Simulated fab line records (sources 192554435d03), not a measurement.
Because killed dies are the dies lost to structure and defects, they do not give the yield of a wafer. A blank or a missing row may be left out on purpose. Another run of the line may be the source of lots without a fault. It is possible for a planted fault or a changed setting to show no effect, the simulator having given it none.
Shared-tool check | flow n5 finfet | 22 wafers sampled across 8 lots

== REASON FOR OPENING ==
N5_BEOL_M0_RS_MEAS_126, reading M0_RS: flagged on 2 of 8 lots. Fault-free wafers read 0.537 ohm/sq, with a standard deviation of 0.021.
Rule: a lot is flagged in two cases, either no wafer of it has a number, or all its wafers with numbers fall more than 4 standard deviations from that mean. All remaining lots are regarded as sound.

lot  | measured     | on            | M0_RS (ohm/sq), wafer by wafer | flag
L395 | day 6 01:41  | film metro-02 | 0.569 0.542 0.576              |
L402 | day 7 15:24  | film metro-02 | 0.561 0.544                    |
L406 | day 8 16:45  | film metro-01 | 0.641 0.627 0.653              | FLAGGED
L407 | day 9 03:43  | film metro-02 | 0.630 0.625 0.643              | FLAGGED
L412 | day 10 11:53 | film metro-01 | 0.536 0.552                    |
L414 | day 11 02:56 | film metro-01 | 0.520 0.505 0.496              |
L415 | day 11 03:12 | film metro-01 | 0.567 0.523 0.521              |
L417 | day 11 11:55 | film metro-01 | 0.565 0.503 0.541              |
Average over the flagged lots: 0.637 ohm/sq; offset from the usual +0.100 ohm/sq, equal to +5 standard deviations.

== WHICH TOOL EACH LOT WENT THROUGH ==
Before the reading, the record contains 4 process steps out of a 1938-step route. Every cell lists first the tool, next ch and the chambers used by the sampled wafers, and last the start.
lot  | flag    | N5_BEOL_M0_STRIP_104               | N5_BEOL_M0_TRENCH_ETCH_107         | N5_BEOL_M0_STRIP_142               | N5_BEOL_M0_ETCH_109
L395 |         | rie diel-02 ch 0,1,3, day 5 20:27  | rie diel-03 ch 0,2,3, day 5 20:47  | rie diel-03 ch 0,2,3, day 5 20:49  | rie diel-02 ch 1,2,3, day 5 21:24
L402 |         | rie diel-03 ch 2, day 7 11:34      | rie diel-03 ch 0,2, day 7 11:44    | rie diel-03 ch 0,2, day 7 11:45    | rie diel-01 ch 1,3, day 7 11:59
L406 | FLAGGED | rie diel-03 ch 0,2, day 8 11:52    | rie diel-03 ch 0,2,3, day 8 12:02  | rie diel-03 ch 0,2,3, day 8 12:04  | rie diel-03 ch 0,2,3, day 8 12:18
L407 | FLAGGED | rie diel-01 ch 1,2,3, day 9 00:10  | rie diel-01 ch 0,2,3, day 9 00:20  | rie diel-01 ch 0,2,3, day 9 00:21  | rie diel-01 ch 0,2,3, day 9 00:32
L412 |         | rie diel-02 ch 0,1, day 10 03:23   | rie diel-03 ch 3, day 10 03:33     | rie diel-03 ch 3, day 10 03:34     | rie diel-03 ch 2, day 10 03:46
L414 |         | rie diel-03 ch 0,2, day 10 23:20   | rie diel-02 ch 1,3, day 10 23:37   | rie diel-02 ch 1,3, day 10 23:38   | rie diel-01 ch 0,2,3, day 10 23:50
L415 |         | rie diel-02 ch 0,1,2, day 10 23:32 | rie diel-02 ch 1,2,3, day 10 23:44 | rie diel-02 ch 1,2,3, day 10 23:46 | rie diel-01 ch 1,2, day 10 23:57
L417 |         | rie diel-02 ch 0,1, day 11 08:27   | rie diel-02 ch 0,2,3, day 11 09:01 | rie diel-02 ch 0,2,3, day 11 09:02 | rie diel-01 ch 0,1,2, day 11 09:19
What is done by these steps:
- N5_BEOL_M0_STRIP_104: strips in N2/H2.
- N5_BEOL_M0_TRENCH_ETCH_107: etches SiOC in C4F6/O2, target depth 32.8 nm, time 16.4 s.
- N5_BEOL_M0_STRIP_142: strips in N2/H2, time 10 s.
- N5_BEOL_M0_ETCH_109: etches SiCN in CH3F/O2, target depth 8 nm, overetch 2.4 nm, time 27.4 s.
- N5_BEOL_M0_RS_MEAS_126: measures by four-point-probe.

== FLAGGED AGAINST TOTAL, ONE TOOL AT A TIME (gauges that did the reading follow at the end) ==
step                       | tool          | lots run | flagged | share of the flagged lots | sound lots run after its first flagged lot
N5_BEOL_M0_STRIP_104       | rie diel-01   | 1        | 1       | some                      | 0
N5_BEOL_M0_STRIP_104       | rie diel-02   | 4        | 0       | none                      | -
N5_BEOL_M0_STRIP_104       | rie diel-03   | 3        | 1       | some                      | 1 (L414)
N5_BEOL_M0_TRENCH_ETCH_107 | rie diel-01   | 1        | 1       | some                      | 0
N5_BEOL_M0_TRENCH_ETCH_107 | rie diel-02   | 3        | 0       | none                      | -
N5_BEOL_M0_TRENCH_ETCH_107 | rie diel-03   | 4        | 1       | some                      | 1 (L412)
N5_BEOL_M0_STRIP_142       | rie diel-01   | 1        | 1       | some                      | 0
N5_BEOL_M0_STRIP_142       | rie diel-02   | 3        | 0       | none                      | -
N5_BEOL_M0_STRIP_142       | rie diel-03   | 4        | 1       | some                      | 1 (L412)
N5_BEOL_M0_ETCH_109        | rie diel-01   | 5        | 1       | some                      | 3 (L414,L415,L417)
N5_BEOL_M0_ETCH_109        | rie diel-02   | 1        | 0       | none                      | -
N5_BEOL_M0_ETCH_109        | rie diel-03   | 2        | 1       | some                      | 1 (L412)
N5_BEOL_M0_RS_MEAS_126     | film metro-01 | 5        | 1       | some                      | 4 (L412,L414,L415,L417)
N5_BEOL_M0_RS_MEAS_126     | film metro-02 | 3        | 1       | some                      | 0

== WHAT IS ALLOWED BY THE TABLE ==
No row of the table ran every flagged lot.

== WHAT THE SIMULATOR PUT IN ==
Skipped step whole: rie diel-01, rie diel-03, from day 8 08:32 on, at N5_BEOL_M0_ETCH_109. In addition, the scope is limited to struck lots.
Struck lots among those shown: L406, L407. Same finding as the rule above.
